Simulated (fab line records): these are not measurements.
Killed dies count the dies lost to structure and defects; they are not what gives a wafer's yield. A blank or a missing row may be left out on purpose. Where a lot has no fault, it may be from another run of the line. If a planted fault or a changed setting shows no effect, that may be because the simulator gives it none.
Chamber matching -- flow nandHarc -- cmp-03 running NHARC_A_STAIRCASE_CMP_472: 4 sister chambers
The step polishes SiO2. 22 wafers are shown with their chamber, then 11 later ones without.

WAFERS, EACH WITH ITS CHAMBER
wafer,chamber,motorCurrentA (A),slurryFilterDpKPa (kPa)
L075.1,0,10.8,13.61
L075.2,1,12.3,13.62
L075.6,2,11.5,13.47
L076.3,2,11.1,13.44
L076.4,3,12.0,13.37
L076.5,3,12.2,13.55
L077.1,3,11.8,13.49
L077.2,1,12.1,13.43
L077.4,2,11.2,13.57
L079.2,3,11.8,13.59
L079.3,1,12.6,13.37
L079.4,2,11.4,13.32
L081.1,2,11.0,13.63
L081.5,1,12.3,13.47
L081.6,2,11.7,13.56
L083.1,1,12.1,13.71
L083.3,3,12.2,13.42
L083.5,3,12.0,13.48
L085.2,3,12.4,13.44
L085.3,1,12.8,13.64
L085.5,3,11.7,13.64
L088.1,0,10.9,13.34

SIGNATURES (means of the wafers above)
reading,chamber 0,chamber 1,chamber 2,chamber 3,scatter within a chamber
motorCurrentA,10.850,12.367,11.317,12.012,0.253
slurryFilterDpKPa,13.4750,13.5400,13.4983,13.4975,0.117
Rule: for a wafer and a chamber, the distance is found by dividing, reading by reading, the gap between the wafer's reading and the chamber's mean by the reading's scatter, squaring, summing and taking the root. The wafer belongs to the nearest chamber; if the next one is less than 2 further off, it can't be placed. The scatter: the root of (the sum of the squares of (reading less its chamber's mean) over the shown wafers, divided by (wafers less chambers)).

WAFERS WITH NO CHAMBER GIVEN
wafer,motorCurrentA (A),slurryFilterDpKPa (kPa)
L088.3,11.8,13.57
L088.4,11.3,13.48
L094.2,11.2,13.58
L094.3,12.4,13.44
L094.5,10.7,13.50
L092.1,12.6,13.50
L092.3,11.0,13.36
L092.5,12.0,13.73
L095.1,11.5,13.66
L095.4,12.2,13.48
L095.6,11.8,13.23

CHAMBER TAKEN BY EACH
wafer,from the rows above,in truth
L088.3,can't be placed: 3 or 2 or 1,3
L088.4,can't be placed: 2 or 0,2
L094.2,can't be placed: 2 or 0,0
L094.3,can't be placed: 1 or 3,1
L094.5,can't be placed: 0 or 2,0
L092.1,can't be placed: 1 or 3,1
L092.3,can't be placed: 0 or 2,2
L092.5,can't be placed: 3 or 1 or 2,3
L095.1,can't be placed: 2 or 3 or 0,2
L095.4,can't be placed: 3 or 1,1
L095.6,can't be placed: 3 or 2 or 1 or 0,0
Placed correctly: 0 of 11. Unplaceable from these rows: 11, with the true chamber sitting among the candidates in 11. Number placed wrongly: 0.
